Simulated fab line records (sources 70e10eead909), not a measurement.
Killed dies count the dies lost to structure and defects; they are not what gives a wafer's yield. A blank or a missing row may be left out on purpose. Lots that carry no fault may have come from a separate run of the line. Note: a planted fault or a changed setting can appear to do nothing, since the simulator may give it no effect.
Chamber matching + flow nand_harc + 4 sister chambers for NHARC_A_M0_STRIP_18 on rie_diel-05
The step strips in N2/H2. 14 wafers are shown with their chamber, then 7 later ones without.

## WAFERS PAIRED WITH THEIR CHAMBERS
| wafer  | chamber | showerhead_plenum_p_Torr (Torr) | drypump_motor_current_A (A) | rf_vpp_V (V) |
|--------|---------|---------------------------------|-----------------------------|--------------|
| L803.2 | 3       | 2.13                            | 5.7                         | 90.9         |
| L803.5 | 0       | 2.18                            | 6.1                         | 91.7         |
| L803.6 | 2       | 1.99                            | 6.1                         | 91.2         |
| L801.2 | 0       | 2.18                            | 6.2                         | 90.0         |
| L801.3 | 3       | 2.13                            | 5.7                         | 90.6         |
| L801.6 | 2       | 1.99                            | 6.1                         | 90.3         |
| L805.2 | 0       | 2.17                            | 6.1                         | 91.6         |
| L805.3 | 2       | 1.99                            | 6.1                         | 90.8         |
| L805.5 | 1       | 1.91                            | 5.5                         | 90.1         |
| L804.3 | 1       | 1.91                            | 5.5                         | 90.8         |
| L804.4 | 0       | 2.17                            | 6.1                         | 91.4         |
| L804.6 | 2       | 1.99                            | 6.1                         | 90.0         |
| L809.3 | 0       | 2.17                            | 6.2                         | 90.9         |
| L809.4 | 3       | 2.13                            | 5.7                         | 91.2         |

SIGNATURES, as means of the wafers listed above
| reading                  | chamber 0 | chamber 1 | chamber 2 | chamber 3 | scatter within a chamber |
|--------------------------|-----------|-----------|-----------|-----------|--------------------------|
| showerhead_plenum_p_Torr | 2.1740    | 1.9100    | 1.9900    | 2.1300    | 0.00346                  |
| drypump_motor_current_A  | 6.140     | 5.500     | 6.100     | 5.700     | 0.0346                   |
| rf_vpp_V                 | 91.120    | 90.450    | 90.575    | 90.900    | 0.567                    |
Rule: for a wafer and a chamber, the distance is found by dividing, reading by reading, the gap between the wafer's reading and the chamber's mean by the reading's scatter, squaring, summing and taking the root. If the next closest chamber is less than 2 further off than the closest, the wafer can't be placed; otherwise it belongs to the closest. The scatter is the square root of a quotient: the sum, over the shown wafers, of each reading's squared deviation from its chamber's mean, divided by wafers minus chambers.

## WAFERS WITH NO CHAMBER GIVEN
| wafer  | showerhead_plenum_p_Torr (Torr) | drypump_motor_current_A (A) | rf_vpp_V (V) |
|--------|---------------------------------|-----------------------------|--------------|
| L809.6 | 1.99                            | 6.1                         | 90.2         |
| L815.1 | 1.91                            | 5.5                         | 90.5         |
| L815.2 | 2.17                            | 6.1                         | 92.0         |
| L815.6 | 2.13                            | 5.7                         | 90.8         |
| L820.2 | 1.99                            | 6.1                         | 89.8         |
| L820.3 | 2.13                            | 5.7                         | 91.9         |
| L820.4 | 1.91                            | 5.5                         | 89.9         |

## CHAMBER TAKEN BY EACH
| wafer  | from the rows above | in truth |
|--------|---------------------|----------|
| L809.6 | 2                   | 2        |
| L815.1 | 1                   | 1        |
| L815.2 | 0                   | 0        |
| L815.6 | 3                   | 3        |
| L820.2 | 2                   | 2        |
| L820.3 | 3                   | 3        |
| L820.4 | 1                   | 1        |
Correct placement for 7 of the 7. From these rows, 0 cannot be placed. Placed wrongly: 0.
